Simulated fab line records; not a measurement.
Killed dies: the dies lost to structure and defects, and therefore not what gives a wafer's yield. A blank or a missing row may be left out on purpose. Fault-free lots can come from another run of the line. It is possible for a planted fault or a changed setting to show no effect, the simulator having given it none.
Chamber matching || flow n5Finfet || N5_MOL_CONTACT_COAG_CONTACT_ETCH_14 on rieDiel-05: 4 sister chambers
The step etches SiO2 in C4F6/O2, target depth 27.5 nm, overetch 8.5 nm, time 20 s. 4 wafers are shown with their chamber, then 11 later ones without.

WAFERS, EACH WITH ITS CHAMBER
{"wafer": "L081.5", "chamber": 0, "drypumpMotorCurrentA (A)": 5.2}
{"wafer": "L083.2", "chamber": 1, "drypumpMotorCurrentA (A)": 5.8}
{"wafer": "L083.4", "chamber": 3, "drypumpMotorCurrentA (A)": 4.7}
{"wafer": "L087.2", "chamber": 2, "drypumpMotorCurrentA (A)": 6.0}

WAFERS WITHOUT THEIR CHAMBER
{"wafer": "L087.4", "drypumpMotorCurrentA (A)": 5.8}
{"wafer": "L087.6", "drypumpMotorCurrentA (A)": 5.9}
{"wafer": "L088.1", "drypumpMotorCurrentA (A)": 6.0}
{"wafer": "L088.3", "drypumpMotorCurrentA (A)": 4.7}
{"wafer": "L088.4", "drypumpMotorCurrentA (A)": 5.8}
{"wafer": "L091.1", "drypumpMotorCurrentA (A)": 5.9}
{"wafer": "L091.4", "drypumpMotorCurrentA (A)": 5.1}
{"wafer": "L091.6", "drypumpMotorCurrentA (A)": 6.0}
{"wafer": "L096.1", "drypumpMotorCurrentA (A)": 5.2}
{"wafer": "L096.4", "drypumpMotorCurrentA (A)": 5.8}
{"wafer": "L096.5", "drypumpMotorCurrentA (A)": 5.2}

CHAMBER TAKEN BY EACH
{"wafer": "L087.4", "from the rows above": 1, "in truth": 1}
{"wafer": "L087.6", "from the rows above": "can't be placed: 2 or 1", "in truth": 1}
{"wafer": "L088.1", "from the rows above": 2, "in truth": 2}
{"wafer": "L088.3", "from the rows above": 3, "in truth": 3}
{"wafer": "L088.4", "from the rows above": 1, "in truth": 1}
{"wafer": "L091.1", "from the rows above": "can't be placed: 2 or 1", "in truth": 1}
{"wafer": "L091.4", "from the rows above": 0, "in truth": 0}
{"wafer": "L091.6", "from the rows above": 2, "in truth": 2}
{"wafer": "L096.1", "from the rows above": 0, "in truth": 0}
{"wafer": "L096.4", "from the rows above": 1, "in truth": 1}
{"wafer": "L096.5", "from the rows above": 0, "in truth": 0}
9 of 11 placed correctly. These rows do not allow placing 2 (true chamber among the candidates in 2). 0 placed wrongly.
How it was worked out, from the rows above alone: a wafer's distance from a chamber is the root of the sum, over the readings, of the square of ((its reading less the chamber's mean) divided by the reading's scatter). If the next closest chamber is less than 2 further off than the closest, the wafer can't be placed; otherwise it belongs to the closest. The mean given for a chamber averages the wafers shown for that chamber. The scatter: root of mean squared gap, hidden wafer to nearest shown wafer, with one shown wafer a chamber.
